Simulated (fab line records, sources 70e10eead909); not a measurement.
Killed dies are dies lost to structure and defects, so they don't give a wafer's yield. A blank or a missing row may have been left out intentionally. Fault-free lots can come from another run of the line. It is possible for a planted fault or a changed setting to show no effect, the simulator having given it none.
Check for tools in common | flow nandHarc | Lots sampled 2, wafers sampled 6

== WHY THIS WAS OPENED ==
On 2 of the 2 lots, a flag is raised at NHARC_END_SORT_01 on the reading killedAtArray. Wafers without a fault read 62, standard deviation 16.
Rule: a lot gets a flag if all its wafers with a number sit over 4 standard deviations from that mean, or if no wafer of it has a number. The rest of the lots are taken to be sound.

lot  | measured     | on        | killedAtArray, wafer by wafer | flag
L223 | day 30 02:50 | prober-01 | 128 147 150                   | FLAGGED
L226 | day 30 21:46 | prober-02 | 168 164 164                   | FLAGGED
On average the flagged lots' numbers are 154, which is +92 against the usual, or +6 standard deviations.

== EACH LOT AND THE TOOL IT RAN ON ==
Before the reading, the record contains 3 process steps out of a 1302-step route. Cell contents, in order: the tool; ch with the chambers the sampled wafers went through; the start.
lot  | flag    | NHARC_A_BLC_CVD_24           | NHARC_A_BONDPAD_STRIP_15          | NHARC_A_BONDPAD_DEGAS_25
L223 | FLAGGED | cvdW-01 ch 1, day 28 10:40   | rieDiel-03 ch 0,2, day 28 22:03   | pvdSputter-03, day 28 22:36
L226 | FLAGGED | cvdW-01 ch 0,1, day 29 01:14 | rieDiel-12 ch 1,2,3, day 29 12:39 | pvdSputter-01, day 29 13:12
What is done by these steps:
- NHARC_A_BLC_CVD_24: deposits W, target thk 150 nm, time 434 s.
- NHARC_A_BONDPAD_STRIP_15: strips in O2.
- NHARC_A_BONDPAD_DEGAS_25: time 60 s.
- NHARC_END_SORT_01

== FLAGGED AGAINST TOTAL, ONE TOOL AT A TIME (gauges that did the reading follow at the end) ==
step                     | tool          | lots run | flagged | share of the flagged lots | sound lots run after its first flagged lot
NHARC_A_BLC_CVD_24       | cvdW-01       | 2        | 2       | all                       | 0
NHARC_A_BONDPAD_STRIP_15 | rieDiel-03    | 1        | 1       | some                      | 0
NHARC_A_BONDPAD_STRIP_15 | rieDiel-12    | 1        | 1       | some                      | 0
NHARC_A_BONDPAD_DEGAS_25 | pvdSputter-01 | 1        | 1       | some                      | 0
NHARC_A_BONDPAD_DEGAS_25 | pvdSputter-03 | 1        | 1       | some                      | 0
NHARC_END_SORT_01        | prober-01     | 1        | 1       | some                      | 0
NHARC_END_SORT_01        | prober-02     | 1        | 1       | some                      | 0

== THE TABLE: WHAT IT ALLOWS ==
In the table, 1 row covers all flagged lots: cvdW-01 at NHARC_A_BLC_CVD_24.
- cvdW-01 at NHARC_A_BLC_CVD_24: 2 of its 2 lots flagged. Because this sample shows no sound lot run on it before its first flagged lot, the start cannot be pinned down more closely.
One tool is left: cvdW-01 at NHARC_A_BLC_CVD_24.

== WHAT THE SIMULATOR HAD PUT IN ==
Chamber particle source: cvdW-01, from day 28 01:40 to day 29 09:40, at NHARC_A_BLC_CVD_24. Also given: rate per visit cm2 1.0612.
Lots struck among those shown: L223, L226. The same result came from the rule above.
